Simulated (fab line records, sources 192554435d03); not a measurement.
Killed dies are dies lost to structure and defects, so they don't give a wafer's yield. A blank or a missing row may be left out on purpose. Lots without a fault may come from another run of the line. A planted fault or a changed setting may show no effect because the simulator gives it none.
Chamber matching | flow n5_finfet | N5_BEOL_M13_DESCUM_33 on rie_diel-03: 4 sister chambers
The step chemistry O2, time 7.9 s. 20 wafers are shown with their chamber, then 10 later ones without.

WAFERS WITH THEIR CHAMBER
wafer  | chamber | drypump_motor_current_A (A) | showerhead_plenum_p_Torr (Torr) | throttle_valve_pct (%)
L074.2 | 3       | 5.7                         | 1.99                            | 20.62
L074.3 | 0       | 6.4                         | 2.06                            | 20.44
L074.5 | 2       | 6.0                         | 1.98                            | 20.42
L078.1 | 2       | 6.0                         | 1.97                            | 20.43
L078.2 | 3       | 5.7                         | 1.98                            | 20.63
L078.4 | 1       | 6.0                         | 2.07                            | 20.32
L079.1 | 2       | 6.1                         | 1.97                            | 20.46
L079.3 | 1       | 6.0                         | 2.07                            | 20.33
L079.6 | 2       | 6.0                         | 1.97                            | 20.45
L083.2 | 1       | 5.9                         | 2.06                            | 20.32
L083.3 | 0       | 6.4                         | 2.05                            | 20.46
L083.4 | 3       | 5.7                         | 1.98                            | 20.64
L089.1 | 1       | 6.0                         | 2.06                            | 20.33
L089.2 | 3       | 5.7                         | 1.98                            | 20.66
L089.6 | 1       | 6.0                         | 2.06                            | 20.34
L090.1 | 0       | 6.4                         | 2.05                            | 20.49
L090.2 | 1       | 6.0                         | 2.06                            | 20.33
L090.4 | 1       | 6.0                         | 2.06                            | 20.35
L091.4 | 0       | 6.4                         | 2.05                            | 20.49
L091.5 | 3       | 5.7                         | 1.97                            | 20.69

SIGNATURES (means of the wafers above)
reading                  | chamber 0 | chamber 1 | chamber 2 | chamber 3 | scatter within a chamber
drypump_motor_current_A  | 6.400     | 5.986     | 6.025     | 5.700     | 0.0317
showerhead_plenum_p_Torr | 2.0525    | 2.0629    | 1.9725    | 1.9800    | 0.00555
throttle_valve_pct       | 20.4700   | 20.3314   | 20.4400   | 20.6480   | 0.0203
Rule: a wafer's distance from a chamber is the root of the sum, over the readings, of the square of ((its reading less the chamber's mean) divided by the reading's scatter). The wafer belongs to the nearest chamber; if the next one is less than 2 further off, it can't be placed. The scatter: the root of (the sum of the squares of (reading less its chamber's mean) over the shown wafers, divided by (wafers less chambers)).

WAFERS WITHOUT THEIR CHAMBER
wafer  | drypump_motor_current_A (A) | showerhead_plenum_p_Torr (Torr) | throttle_valve_pct (%)
L091.6 | 6.1                         | 2.23                            | 19.97
L093.1 | 6.1                         | 2.23                            | 19.98
L093.2 | 6.4                         | 2.05                            | 20.49
L093.5 | 5.7                         | 1.97                            | 20.67
L092.1 | 6.1                         | 2.23                            | 19.97
L092.3 | 6.0                         | 2.06                            | 20.38
L092.4 | 5.7                         | 1.97                            | 20.66
L095.4 | 6.1                         | 2.23                            | 19.97
L095.5 | 5.7                         | 1.97                            | 20.70
L095.6 | 6.1                         | 2.23                            | 19.98

WHICH CHAMBER EACH WENT THROUGH
wafer  | from the rows above | in truth
L091.6 | 1                   | 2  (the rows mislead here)
L093.1 | 1                   | 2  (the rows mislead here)
L093.2 | 0                   | 0
L093.5 | 3                   | 3
L092.1 | 1                   | 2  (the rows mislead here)
L092.3 | 1                   | 1
L092.4 | 3                   | 3
L095.4 | 1                   | 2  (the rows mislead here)
L095.5 | 3                   | 3
L095.6 | 1                   | 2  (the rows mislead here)
Placed correctly: 5 of 10. Can't be placed from these rows: 0. Placed wrongly: 5.
